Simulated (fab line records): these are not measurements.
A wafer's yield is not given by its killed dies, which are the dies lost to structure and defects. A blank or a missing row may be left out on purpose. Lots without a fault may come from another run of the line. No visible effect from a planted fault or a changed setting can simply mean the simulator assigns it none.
Comparing a struck lot with a sound one || flow nandHarc || 15 out of 1302 route steps
Sound: the wafers L323.1, L323.3, L323.4. The struck wafers were L336.1, L336.5, L336.6. The cause comes at the end.
Per side, at each step with rows, come the tool, then ch with its chambers, and then its first start. Under that, the readings that differ: sound wafers || struck wafers || difference of the means || sigmas: that difference in standard deviations of wafers without a fault.
alike: readings whose means differ by less than 2 such deviations, and words and numbers that are the same on both sides. not compared: withheld readings, readings that some wafer has no value for, bounds like >300 that may hide the same value, and numbers for which the record gives no deviation and whose values overlap.
A row with sigmas, a row that says differs or no value, or rows on one side alone: a step with any of these is where the two part. Non-overlapping numbers with no deviation appear without sigmas and do not part them. Lack of a reading on every wafer of one side parts them only where that side has two or more wafers.

NHARC_THIN_TSV_ETCH_44: etches the open film in CF4/O2, target depth 1594.2 nm, time 797.1 s.
  sound on rieDiel-11 ch 0,2,3, day 24 12:44; struck on rieDiel-01 ch 1,2, day 29 07:38
  alike: drypumpMotorCurrentA, oesProductAu, rfVppV, showerheadPlenumPTorr, throttleValvePct
  not compared: rfHoursCounterH
then, 1 step without rows for these wafers: NHARC_THIN_TSV_ETCH_15 (target depth 3000 nm, bosch target overetch cycles 2, bosch etch step 2.8 s).
NHARC_THIN_TSV_CD_MEAS_16:
  sound on cdSem-01, day 24 13:27; struck on cdSem-03, day 29 08:20
  alike: cdNm
then, 3 steps without rows for these wafers: NHARC_THIN_TSV_STRIP_45 (strips in O2); NHARC_THIN_TSV_STRIP_46 (strips in post etch residue remover, time 1200 s); NHARC_THIN_TSV_DEP_47 (deposits SiO2, target thk 200 nm).
NHARC_THIN_TSV_ETCHBACK_48: etches the open film in C4F8/Ar, target depth 1028.5 nm, time 405.17 s.
  sound on rieDiel-11 ch 0,1,3, day 24 14:47; struck on rieDiel-11 ch 0,1,2, day 29 09:44
  alike: oesProductAu, rfVppV
  not compared: rfHoursCounterH
NHARC_THIN_TSV_STRIP_62: strips in N2/H2, time 20 s.
  sound on plasmaAsher-02 ch 0,1, day 24 15:06; struck on plasmaAsher-02 ch 0,1, day 29 09:59
  alike: drypumpMotorCurrentA, heaterPowerW
  not compared: rfHoursCounterH
then, 2 steps without rows for these wafers: NHARC_THIN_TSV_DEGAS_49 (time 120 s); NHARC_THIN_TSV_PRE_CLEAN_50 (time 30 s).
NHARC_THIN_TSV_PVD_19: deposits TaN, target thk 20 nm.
  sound on pvdSputter-03; struck on pvdSputter-02
  alike: throttleValvePct
NHARC_THIN_TSV_PVD_51: deposits Cu, target thk 100 nm.
  sound on pvdSputter-03; struck on pvdSputter-02
  alike: throttleValvePct
NHARC_THIN_TSV_ECD_20: material Cu, target thk 2000 nm.
  sound on ecdCu-02 ch 0,1, day 24 15:50; struck on ecdCu-01 ch 0,1, day 29 11:28
then, 1 step without rows for these wafers: NHARC_THIN_TSV_ANNEAL_52 (time 90 s).
NHARC_END_SORT_01:
  sound on prober-01 ch 0, day 25 02:22; struck on prober-01 ch 0, day 30 04:32
{"reading": "sort_bin_3_pct (%)", "sound": "0.4 0.3 0.3", "struck": "0.7 1.5 1.0", "difference": "+0.7", "sigmas": "+2"}
  alike: defectLimitedYield, killedAtArray, killedAtOther, killedAtPeriphery, killedDies, killedOpen, killedShort, sort_bin_2_pct, sort_bin_4_pct, sortNPass, sortRimYieldPct, sortYieldPct

== WHERE THEY PART ==
Only at NHARC_END_SORT_01, within this record.

WHY: what the simulator had put in
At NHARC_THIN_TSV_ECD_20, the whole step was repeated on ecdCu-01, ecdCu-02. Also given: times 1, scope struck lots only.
